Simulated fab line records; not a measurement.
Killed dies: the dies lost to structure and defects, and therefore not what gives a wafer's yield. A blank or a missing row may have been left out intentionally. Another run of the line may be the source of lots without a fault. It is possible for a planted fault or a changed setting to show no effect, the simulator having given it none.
8D (eight disciplines) problem report, filled in by code || flow nand_harc || the parts of the form that need people (team, actions taken, sign-off) are left out

== 1. WHAT IS WRONG ==
Wafers without a fault read 100.2 nm, standard deviation 0.49; cd_nm at NHARC_A_CHANNEL_HOLE_D2_CD_MEAS_10 reads a mean of 106.8 nm on 2 wafers belonging to 2 lots. That puts it +14 standard deviations away from the usual mean.
The step: target cd 100 nm.
First observed at day 15 17:04: wafer L196.5, on cd_sem-01. The record has a number at this step for 25 wafers belonging to 9 lots. The rule behind "out" and "out of limits": a value lying over 4 standard deviations away from the usual mean. The other wafers with a number count as sound.

== 2. WHAT IT IS, WHAT IT ISN'T ==
{"question": "which readings at this step", "is": "cd_nm", "is not": "-"}
{"question": "which lots", "is": "L196, L198", "is not": "L189, L192, L194, L205, L206, L211, L212"}
{"question": "which wafers of those lots", "is": "L196.5, L198.3", "is not": "L196.4, L198.2"}
{"question": "read on which gauges", "is": "cd_sem-01", "is not": "cd_sem-02, cd_sem-03"}
{"question": "when", "is": "from day 15 17:04", "is not": "up to then (10 sound wafers); but 13 sound wafers of L198, L205, L206, L211, L212 came after"}

== 3. SUSPECTS, AND WHAT RULES EACH OUT ==
Counting: if a tool at a process step up to the reading ran every lot that is out, it stays a suspect. Sound lots after the first of them don't rule it out here, since some wafers of a struck lot are sound.
- the gauge at NHARC_A_CHANNEL_HOLE_D2_CD_MEAS_10 has been ruled out. All the wafers that are out were read on cd_sem-01, but those of them that NHARC_A_CHANNEL_HOLE_D2_XSEM_32 has rows for are out there too, on other tools.
- litho_track-01 at NHARC_A_CHANNEL_HOLE_D2_PEB_08 (peb time 65 s): kept. It ran every lot that is out, first L196 (day 15 16:59); its last sound lot up to then is L194 (day 15 11:22).
The count leaves litho_track-01 at NHARC_A_CHANNEL_HOLE_D2_PEB_08.

== 4. THE CAUSE (what the simulator had put in) ==
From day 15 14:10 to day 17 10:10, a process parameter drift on litho_track-01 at NHARC_A_CHANNEL_HOLE_D2_PEB_08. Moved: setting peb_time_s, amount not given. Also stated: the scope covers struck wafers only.
The count eliminated every tool but this one.

== 5. THE CHAIN OF EFFECTS, in route order ==
Rows list readings where the struck wafers' mean (over those with a number) sits beyond 3 standard deviations from the usual. Readings are gone through only where the record gives a usual standard deviation; hours: the median, over the lots, of the time from a lot's start at the first step in this table giving one to that lot's start at this step; sigmas: the change measured in usual standard deviations.
{"hours": 0, "step": "NHARC_A_CHANNEL_HOLE_D2_CD_MEAS_10", "reading": "cd_nm", "usual": "100.2 nm", "on struck wafers": 106.8, "change": "+6.6", "sigmas": "+14"}
{"hours": 10, "step": "NHARC_A_CHANNEL_HOLE_D2_CD_MEAS_31", "reading": "cd_nm", "usual": "90.1 nm", "on struck wafers": 98.0, "change": "+7.9", "sigmas": "+5.6"}
{"hours": 10, "step": "NHARC_A_CHANNEL_HOLE_D2_XSEM_32", "reading": "bot_cd_nm", "usual": "74.6 nm", "on struck wafers": 82.5, "change": "+7.9", "sigmas": "+5.2"}
{"hours": 274, "step": "NHARC_END_WLT_00", "reading": "VT_DECK2_BOTTOM_INNER", "usual": 0.870, "on struck wafers": 0.895, "change": "+0.025", "sigmas": "+3.1"}
{"hours": 274, "step": "NHARC_END_WLT_00", "reading": "VT_DECK2_MEDIAN_NEAR_BOTTOM", "usual": 0.872, "on struck wafers": 0.899, "change": "+0.027", "sigmas": "+3.5"}
Its process steps:
- NHARC_A_CHANNEL_HOLE_D2_XSEM_32

== 6. WHAT WOULD HAVE CAUGHT IT SOONER ==
Counted from the fault's start at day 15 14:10, it took 3 hours until the first out-of-limits reading at a measuring or inspecting step in this record, taken at day 15 17:04.
An alarm limit of 4 standard deviations would not have fired on the tool readings at NHARC_A_CHANNEL_HOLE_D2_PEB_08 for which the record gives a usual standard deviation, since none of them was out on any struck wafer.
Lots out: 2; of these, L198 started NHARC_A_CHANNEL_HOLE_D2_PEB_08 on litho_track-01 after day 15 17:04. It would have been spared by a hold on the tool at that moment.
